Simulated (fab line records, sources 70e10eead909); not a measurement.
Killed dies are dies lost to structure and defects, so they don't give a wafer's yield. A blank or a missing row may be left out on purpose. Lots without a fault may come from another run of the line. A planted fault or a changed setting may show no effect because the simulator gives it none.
Which tool did it? | flow nand_harc | 24 lots, 72 wafers sampled, at 6 steps of a route of 1302

WHAT THE GAUGES READ, wafer by wafer
The record holds no reading of a measuring or inspecting step that can be judged against a usual standard deviation.

WHICH TOOL RAN EACH LOT (tool, then ch and the chambers of the sampled wafers, then the start)
lot  | NHARC_P_BONDPAD_ETCH_24                       | NHARC_P_BONDPAD_ANNEAL_28        | NHARC_A_CHANNEL_FILL_D1_CMP_10 | NHARC_A_DECK1_JOINT_CMP_02    | NHARC_A_CHANNEL_HOLE_D2_ETCH_21  | NHARC_A_CHANNEL_HOLE_D2_ETCH_25
L074 | rie_diel-08 ch 1,2, day 6 23:46 or earlier    | rtp_anneal-01 ch 0, day 6 23:46  | cmp-03 ch 0,1,3, day 11 04:46  | cmp-04 ch 0,1, day 12 16:42   | har_etch-01 ch 0,1, day 13 11:24 | har_etch-01 ch 0,1, day 13 13:51
L075 | rie_diel-08 ch 0,2, day 7 05:18               | rtp_anneal-02 ch 0, day 7 06:29  | cmp-04 ch 0,1,3, day 11 14:08  | cmp-02 ch 0,1,3, day 12 23:05 | har_etch-02 ch 0,1, day 13 17:34 | har_etch-02 ch 0,1, day 13 20:02
L076 | rie_diel-07 ch 1,2,3, day 7 13:10 or earlier  | rtp_anneal-02 ch 0, day 7 13:10  | cmp-03 ch 1,3, day 12 04:38    | cmp-04 ch 0,2, day 13 14:01   | har_etch-01 ch 0,1, day 14 09:17 | har_etch-01 ch 0,1, day 14 11:50
L077 | rie_diel-07 ch 2,3, day 7 23:50 or earlier    | rtp_anneal-01 ch 0, day 7 23:50  | cmp-02 ch 1,2, day 12 10:16    | cmp-01 ch 1,2, day 13 21:17   | har_etch-02 ch 0,1, day 14 21:11 | har_etch-02 ch 0,1, day 14 23:40
L078 | rie_diel-07 ch 1,3, day 8 02:34 or earlier    | rtp_anneal-02 ch 0, day 8 02:34  | cmp-04 ch 0,3, day 12 04:39    | cmp-02 ch 2,3, day 13 14:01   | har_etch-02 ch 0,1, day 14 09:08 | har_etch-02 ch 0,1, day 14 11:40
L079 | rie_diel-07 ch 2,3, day 8 20:55 or earlier    | rtp_anneal-01 ch 0, day 8 20:55  | cmp-04 ch 0,2,3, day 13 00:23  | cmp-02 ch 1,2,3, day 14 07:26 | har_etch-01 ch 1, day 15 02:43   | har_etch-01 ch 1, day 15 05:15
L080 | rie_diel-07 ch 1,3, day 9 02:39 or earlier    | rtp_anneal-01 ch 0, day 9 02:39  | cmp-03 ch 0,1,2, day 13 05:42  | cmp-02 ch 0,2,3, day 14 14:26 | har_etch-02 ch 0,1, day 15 08:43 | har_etch-02 ch 0,1, day 15 11:11
L081 | rie_diel-12 ch 0,2,3, day 9 18:47 or earlier  | rtp_anneal-02 ch 0, day 9 18:47  | cmp-03 ch 1,2,3, day 14 00:49  | cmp-01 ch 0,1,3, day 15 12:34 | har_etch-02 ch 0,1, day 16 07:49 | har_etch-02 ch 0,1, day 16 10:18
L082 | rie_diel-12 ch 1,2,3, day 9 20:17 or earlier  | rtp_anneal-01 ch 0, day 9 20:17  | cmp-03 ch 0,1,2, day 13 17:32  | cmp-01 ch 0,1,2, day 15 07:25 | har_etch-02 ch 0,1, day 16 03:40 | har_etch-02 ch 0,1, day 16 06:08
L083 | rie_diel-07 ch 0,2, day 10 09:33 or earlier   | rtp_anneal-01 ch 0, day 10 09:33 | cmp-03 ch 2,3, day 14 15:58    | cmp-02 ch 0,1, day 16 01:31   | har_etch-02 ch 0,1, day 16 20:23 | har_etch-02 ch 0,1, day 16 23:02
L084 | rie_diel-12 ch 0,2, day 10 20:21 or earlier   | rtp_anneal-01 ch 0, day 10 20:21 | cmp-04 ch 0,1, day 15 05:20    | cmp-04 ch 0,2,3, day 16 19:47 | har_etch-02 ch 0,1, day 17 18:20 | har_etch-02 ch 0,1, day 17 20:48
L085 | rie_diel-07 ch 0,2,3, day 11 11:35 or earlier | rtp_anneal-01 ch 0, day 11 11:35 | cmp-04 ch 0,1,3, day 15 13:23  | cmp-02 ch 1,2,3, day 16 22:44 | har_etch-01 ch 0,1, day 17 18:53 | har_etch-01 ch 0,1, day 17 21:25
L086 | rie_diel-12 ch 0,2, day 11 14:13 or earlier   | rtp_anneal-01 ch 0, day 11 14:13 | cmp-03 ch 1,2, day 15 13:20    | cmp-04 ch 1,3, day 16 22:41   | har_etch-02 ch 0,1, day 17 22:34 | har_etch-02 ch 0,1, day 18 01:06
L087 | rie_diel-07 ch 2,3, day 12 15:05 or earlier   | rtp_anneal-02 ch 0, day 12 15:05 | cmp-03 ch 0,2,3, day 16 22:01  | cmp-01 ch 0,3, day 18 08:04   | har_etch-02 ch 0, day 19 09:29   | har_etch-02 ch 0, day 19 11:57
L089 | rie_diel-07 ch 1,3, day 12 15:36 or earlier   | rtp_anneal-01 ch 0, day 12 15:36 | cmp-02 ch 1,3, day 16 22:01    | cmp-04 ch 0,1,2, day 18 07:56 | har_etch-01 ch 0,1, day 19 06:34 | har_etch-01 ch 0,1, day 19 09:09
L088 | rie_diel-07 ch 1,2, day 12 16:07 or earlier   | rtp_anneal-01 ch 0, day 12 16:07 | cmp-02 ch 0,1,2, day 16 18:58  | cmp-01 ch 0,1,3, day 18 07:58 | har_etch-02 ch 0,1, day 19 05:20 | har_etch-02 ch 0,1, day 19 07:47
L090 | rie_diel-12 ch 1,2,3, day 13 06:15            | rtp_anneal-01 ch 0, day 13 07:25 | cmp-02 ch 2,3, day 17 06:22    | cmp-02 ch 0,1,2, day 18 18:56 | har_etch-01 ch 0,1, day 19 15:25 | har_etch-01 ch 0,1, day 19 17:53
L091 | rie_diel-12 ch 1,2,3, day 13 13:03            | rtp_anneal-02 ch 0, day 13 14:14 | cmp-02 ch 1,2,3, day 17 20:52  | cmp-02 ch 0,1,2, day 19 17:46 | har_etch-02 ch 0,1, day 20 14:07 | har_etch-02 ch 0,1, day 20 16:35
L092 | rie_diel-08 ch 0,2,3, day 14 01:50 or earlier | rtp_anneal-02 ch 0, day 14 01:50 | cmp-04 ch 0,2,3, day 18 06:19  | cmp-01 ch 0,1,2, day 19 16:28 | har_etch-01 ch 0,1, day 20 14:59 | har_etch-01 ch 0,1, day 20 17:27
L093 | rie_diel-08 ch 0,1,3, day 14 11:31 or earlier | rtp_anneal-02 ch 0, day 14 11:31 | cmp-04 ch 0,1,2, day 18 13:58  | cmp-04 ch 1,2,3, day 19 23:14 | har_etch-01 ch 0,1, day 20 19:13 | har_etch-01 ch 0,1, day 20 21:45
L094 | rie_diel-07 ch 0,3, day 15 01:14 or earlier   | rtp_anneal-02 ch 0, day 15 01:14 | cmp-04 ch 1,2, day 19 10:59    | cmp-02 ch 1,2, day 20 19:19   | har_etch-01 ch 0,1, day 21 20:46 | har_etch-01 ch 0,1, day 21 23:26
L095 | rie_diel-07 ch 0,2,3, day 15 08:38 or earlier | rtp_anneal-02 ch 0, day 15 08:38 | cmp-04 ch 0,2,3, day 19 15:53  | cmp-04 ch 0,1,3, day 21 07:27 | har_etch-01 ch 0,1, day 22 02:20 | har_etch-01 ch 0,1, day 22 04:55
L096 | rie_diel-07 ch 1,2,3, day 15 18:59 or earlier | rtp_anneal-01 ch 0, day 15 18:59 | cmp-03 ch 1,2, day 19 19:56    | cmp-02 ch 0,1,2, day 21 07:30 | har_etch-02 ch 0,1, day 22 04:22 | har_etch-02 ch 0,1, day 22 07:00
L097 | rie_diel-08 ch 1,2, day 16 07:46 or earlier   | rtp_anneal-02 ch 0, day 16 07:46 | cmp-02 ch 2,3, day 20 16:25    | cmp-02 ch 0,2,3, day 22 04:22 | har_etch-01 ch 0,1, day 22 23:37 | har_etch-01 ch 0,1, day 23 02:10
- NHARC_P_BONDPAD_ETCH_24: etches the open film in CF4/N2, target depth 30 nm, time 72.99 s.
- NHARC_P_BONDPAD_ANNEAL_28: time 90 s.
- NHARC_A_CHANNEL_FILL_D1_CMP_10: polishes, target thk 150 nm.
- NHARC_A_DECK1_JOINT_CMP_02: polishes SiOx.
- NHARC_A_CHANNEL_HOLE_D2_ETCH_21: etches the open film in C4F8/O2/Ar, time 514.3 s, target depth 1600 nm.
- NHARC_A_CHANNEL_HOLE_D2_ETCH_25: etches the open film in C4F8/O2/Ar, time 1040.2 s, target depth 1500 nm.

WHAT THE TOOLS THEMSELVES READ (means of the sampled wafers that have a number; where no wafer has one, the mark that the record gives instead)
NHARC_P_BONDPAD_ETCH_24. Usual: drypump_motor_current_A 5.7 A, standard deviation 0.47; oes_product_au 0.999 a.u., standard deviation 0.0062; rf_vpp_V 314.7 V, standard deviation 2; showerhead_plenum_p_Torr 2.66 Torr, standard deviation 0.11; throttle_valve_pct 19.795 %, standard deviation 0.0085.
lot  | tool        | drypump_motor_current_A (A) | oes_product_au (a.u.) | rf_vpp_V (V) | showerhead_plenum_p_Torr (Torr) | throttle_valve_pct (%) | flag
L074 | rie_diel-08 | 6.3                         | 1.000                 | 314.4        | 2.62                            | 19.797                 |
L075 | rie_diel-08 | 5.5                         | 1.002                 | 315.8        | 2.69                            | 19.800                 |
L076 | rie_diel-07 | 5.9                         | 1.010                 | 314.9        | 2.65                            | 19.793                 |
L077 | rie_diel-07 | 5.8                         | 1.004                 | 313.5        | 2.57                            | 19.788                 |
L078 | rie_diel-07 | 6.1                         | 1.006                 | 315.8        | 2.73                            | 19.795                 |
L079 | rie_diel-07 | 5.8                         | 1.000                 | 313.1        | 2.57                            | 19.793                 |
L080 | rie_diel-07 | 6.1                         | 1.007                 | 315.9        | 2.73                            | 19.803                 |
L081 | rie_diel-12 | 5.7                         | 0.999                 | 312.4        | 2.53                            | 19.780                 |
L082 | rie_diel-12 | 5.7                         | 0.995                 | 314.8        | 2.65                            | 19.794                 |
L083 | rie_diel-07 | 5.5                         | 1.002                 | 313.6        | 2.63                            | 19.797                 |
L084 | rie_diel-12 | 5.9                         | 1.006                 | 312.2        | 2.52                            | 19.792                 |
L085 | rie_diel-07 | 5.5                         | 0.998                 | 314.9        | 2.63                            | 19.795                 |
L086 | rie_diel-12 | 5.8                         | 0.999                 | 312.1        | 2.52                            | 19.798                 |
L087 | rie_diel-07 | 5.8                         | 1.003                 | 312.6        | 2.57                            | 19.798                 |
L089 | rie_diel-07 | 6.1                         | 1.001                 | 316.0        | 2.73                            | 19.794                 |
L088 | rie_diel-07 | 5.9                         | 1.001                 | 314.2        | 2.64                            | 19.796                 |
L090 | rie_diel-12 | 5.7                         | 0.994                 | 314.1        | 2.64                            | 19.798                 |
L091 | rie_diel-12 | 5.6                         | 0.991                 | 313.6        | 2.64                            | 19.795                 |
L092 | rie_diel-08 | 5.5                         | 0.998                 | 315.5        | 2.67                            | 19.794                 |
L093 | rie_diel-08 | 5.6                         | 0.996                 | 313.6        | 2.62                            | 19.801                 |
L094 | rie_diel-07 | 5.4                         | 0.997                 | 314.8        | 2.64                            | 19.803                 |
L095 | rie_diel-07 | 5.5                         | 0.998                 | 314.3        | 2.63                            | 19.801                 |
L096 | rie_diel-07 | 5.9                         | 0.996                 | 314.9        | 2.65                            | 19.798                 |
L097 | rie_diel-08 | 6.3                         | 1.006                 | 314.5        | 2.62                            | 19.796                 |

NHARC_P_BONDPAD_ANNEAL_28. Usual: wafer_temp_C_max 226.0, standard deviation 0.44.
lot  | tool          | wafer_temp_C_max | flag
L074 | rtp_anneal-01 | 225.7            |
L075 | rtp_anneal-02 | 226.6            |
L076 | rtp_anneal-02 | 226.3            |
L077 | rtp_anneal-01 | 225.5            |
L078 | rtp_anneal-02 | 226.3            |
L079 | rtp_anneal-01 | 225.7            |
L080 | rtp_anneal-01 | 225.9            |
L081 | rtp_anneal-02 | 226.6            |
L082 | rtp_anneal-01 | 225.6            |
L083 | rtp_anneal-01 | 225.6            |
L084 | rtp_anneal-01 | 225.8            |
L085 | rtp_anneal-01 | 225.5            |
L086 | rtp_anneal-01 | 225.5            |
L087 | rtp_anneal-02 | 226.7            |
L089 | rtp_anneal-01 | 225.6            |
L088 | rtp_anneal-01 | 225.6            |
L090 | rtp_anneal-01 | 225.5            |
L091 | rtp_anneal-02 | 226.1            |
L092 | rtp_anneal-02 | 226.5            |
L093 | rtp_anneal-02 | 226.2            |
L094 | rtp_anneal-02 | 226.4            |
L095 | rtp_anneal-02 | 226.2            |
L096 | rtp_anneal-01 | 225.6            |
L097 | rtp_anneal-02 | 226.3            |

NHARC_A_CHANNEL_FILL_D1_CMP_10. Usual: motor_current_A 12.3 A, standard deviation 0.89; time_to_endpoint_s 14.7 s, standard deviation 2.
lot  | tool   | motor_current_A (A) | time_to_endpoint_s (s) | flag
L074 | cmp-03 | 12.8                | 16.5                   |
L075 | cmp-04 | 11.7                | 12.9                   |
L076 | cmp-03 | 12.2                | 15.6                   |
L077 | cmp-02 | 12.2                | 13.6                   |
L078 | cmp-04 | 11.6                | 14.0                   |
L079 | cmp-04 | 12.1                | 17.1                   |
L080 | cmp-03 | 12.6                | 14.5                   |
L081 | cmp-03 | 12.4                | 12.9                   |
L082 | cmp-03 | 13.1                | 15.4                   |
L083 | cmp-03 | 12.7                | 11.6                   |
L084 | cmp-04 | 11.4                | 16.9                   |
L085 | cmp-04 | 11.9                | 13.2                   |
L086 | cmp-03 | 12.4                | 12.3                   |
L087 | cmp-03 | 13.1                | 15.8                   |
L089 | cmp-02 | 11.0                | 12.9                   |
L088 | cmp-02 | 12.8                | 14.9                   |
L090 | cmp-02 | 12.1                | 14.5                   |
L091 | cmp-02 | 12.0                | 15.9                   |
L092 | cmp-04 | 11.9                | 14.2                   |
L093 | cmp-04 | 11.8                | 13.2                   |
L094 | cmp-04 | 13.1                | 15.8                   |
L095 | cmp-04 | 11.9                | 14.8                   |
L096 | cmp-03 | 12.9                | 15.5                   |
L097 | cmp-02 | 12.0                | 15.3                   |

NHARC_A_DECK1_JOINT_CMP_02. Usual: motor_current_A 12.4 A, standard deviation 1.
lot  | tool   | motor_current_A (A) | flag
L074 | cmp-04 | 11.3                |
L075 | cmp-02 | 12.5                |
L076 | cmp-04 | 11.6                |
L077 | cmp-01 | 13.2                |
L078 | cmp-02 | 12.3                |
L079 | cmp-02 | 12.2                |
L080 | cmp-02 | 12.5                |
L081 | cmp-01 | 12.5                |
L082 | cmp-01 | 12.9                |
L083 | cmp-02 | 12.1                |
L084 | cmp-04 | 11.8                |
L085 | cmp-02 | 11.8                |
L086 | cmp-04 | 12.1                |
L087 | cmp-01 | 11.8                |
L089 | cmp-04 | 11.8                |
L088 | cmp-01 | 12.4                |
L090 | cmp-02 | 12.7                |
L091 | cmp-02 | 13.2                |
L092 | cmp-01 | 12.9                |
L093 | cmp-04 | 12.1                |
L094 | cmp-02 | 12.4                |
L095 | cmp-04 | 11.5                |
L096 | cmp-02 | 12.7                |
L097 | cmp-02 | 12.3                |

NHARC_A_CHANNEL_HOLE_D2_ETCH_21. Usual: drypump_motor_current_A 6.0 A, standard deviation 0.64; showerhead_plenum_p_Torr 3.69 Torr, standard deviation 0.098; throttle_valve_pct 32.154 %, standard deviation 0.0093.
lot  | tool        | drypump_motor_current_A (A) | showerhead_plenum_p_Torr (Torr) | throttle_valve_pct (%) | flag
L074 | har_etch-01 | 6.3                         | 3.69                            | 32.152                 |
L075 | har_etch-02 | 5.4                         | 3.64                            | 32.161                 |
L076 | har_etch-01 | 6.3                         | 3.69                            | 32.157                 |
L077 | har_etch-02 | 5.9                         | 3.68                            | 32.158                 |
L078 | har_etch-02 | 5.9                         | 3.69                            | 32.151                 |
L079 | har_etch-01 | 6.7                         | 3.68                            | 32.156                 |
L080 | har_etch-02 | 5.4                         | 3.63                            | 32.143                 |
L081 | har_etch-02 | 5.9                         | 3.67                            | 32.152                 |
L082 | har_etch-02 | 5.9                         | 3.67                            | 32.154                 |
L083 | har_etch-02 | 5.4                         | 3.62                            | 32.157                 |
L084 | har_etch-02 | 5.8                         | 3.78                            | 32.152                 |
L085 | har_etch-01 | 6.4                         | 3.66                            | 32.149                 |
L086 | har_etch-02 | 5.9                         | 3.78                            | 32.158                 |
L087 | har_etch-02 | 6.3                         | 3.70                            | 32.146                 |
L089 | har_etch-01 | 6.5                         | 3.65                            | 32.152                 |
L088 | har_etch-02 | 5.9                         | 3.77                            | 32.157                 |
L090 | har_etch-01 | 6.3                         | 3.64                            | 32.162                 |
L091 | har_etch-02 | 5.9                         | 3.76                            | 32.152                 |
L092 | har_etch-01 | 6.3                         | 3.64                            | 32.152                 |
L093 | har_etch-01 | 6.3                         | 3.63                            | 32.156                 |
L094 | har_etch-01 | 6.5                         | 3.62                            | 32.156                 |
L095 | har_etch-01 | 6.4                         | 3.62                            | 32.156                 |
L096 | har_etch-02 | 5.9                         | 3.75                            | 32.153                 |
L097 | har_etch-01 | 6.5                         | 3.62                            | 32.156                 |

NHARC_A_CHANNEL_HOLE_D2_ETCH_25. Usual: drypump_motor_current_A 6.0 A, standard deviation 0.64; showerhead_plenum_p_Torr 3.68 Torr, standard deviation 0.098; throttle_valve_pct 32.235 %, standard deviation 0.0096.
lot  | tool        | drypump_motor_current_A (A) | showerhead_plenum_p_Torr (Torr) | throttle_valve_pct (%) | flag
L074 | har_etch-01 | 6.3                         | 3.68                            | 32.239                 |
L075 | har_etch-02 | 5.4                         | 3.64                            | 32.226                 |
L076 | har_etch-01 | 6.3                         | 3.68                            | 32.234                 |
L077 | har_etch-02 | 5.9                         | 3.67                            | 32.232                 |
L078 | har_etch-02 | 5.9                         | 3.68                            | 32.236                 |
L079 | har_etch-01 | 6.6                         | 3.67                            | 32.239                 |
L080 | har_etch-02 | 5.4                         | 3.63                            | 32.231                 |
L081 | har_etch-02 | 5.9                         | 3.66                            | 32.231                 |
L082 | har_etch-02 | 5.9                         | 3.66                            | 32.228                 |
L083 | har_etch-02 | 5.4                         | 3.61                            | 32.245                 |
L084 | har_etch-02 | 5.9                         | 3.78                            | 32.244                 |
L085 | har_etch-01 | 6.3                         | 3.65                            | 32.236                 |
L086 | har_etch-02 | 5.9                         | 3.77                            | 32.234                 |
L087 | har_etch-02 | 6.3                         | 3.69                            | 32.234                 |
L089 | har_etch-01 | 6.5                         | 3.64                            | 32.228                 |
L088 | har_etch-02 | 5.9                         | 3.77                            | 32.237                 |
L090 | har_etch-01 | 6.3                         | 3.64                            | 32.232                 |
L091 | har_etch-02 | 5.9                         | 3.76                            | 32.232                 |
L092 | har_etch-01 | 6.3                         | 3.63                            | 32.235                 |
L093 | har_etch-01 | 6.3                         | 3.63                            | 32.236                 |
L094 | har_etch-01 | 6.5                         | 3.62                            | 32.244                 |
L095 | har_etch-01 | 6.3                         | 3.62                            | 32.227                 |
L096 | har_etch-02 | 5.9                         | 3.74                            | 32.237                 |
L097 | har_etch-01 | 6.5                         | 3.61                            | 32.238                 |

THE ANSWER, worked out from the rows above alone
Rule: a lot is off if the mean of its wafers that have a number lies more than 3 standard deviations from the usual mean. A lot without any number at a reading at which 4 lots or more have one is off too. The other lots that the step has rows for count as sound. The gauges are gone through in route order, then the tools' own readings, and for those a lot's mean is taken as printed above. The first step at which some lot is off is used, and at that step the reading that is off furthest; a lot without a number counts as furthest.
No lot is off at any reading shown: from this, nothing can be told.

WHAT THE SIMULATOR HAD PUT IN
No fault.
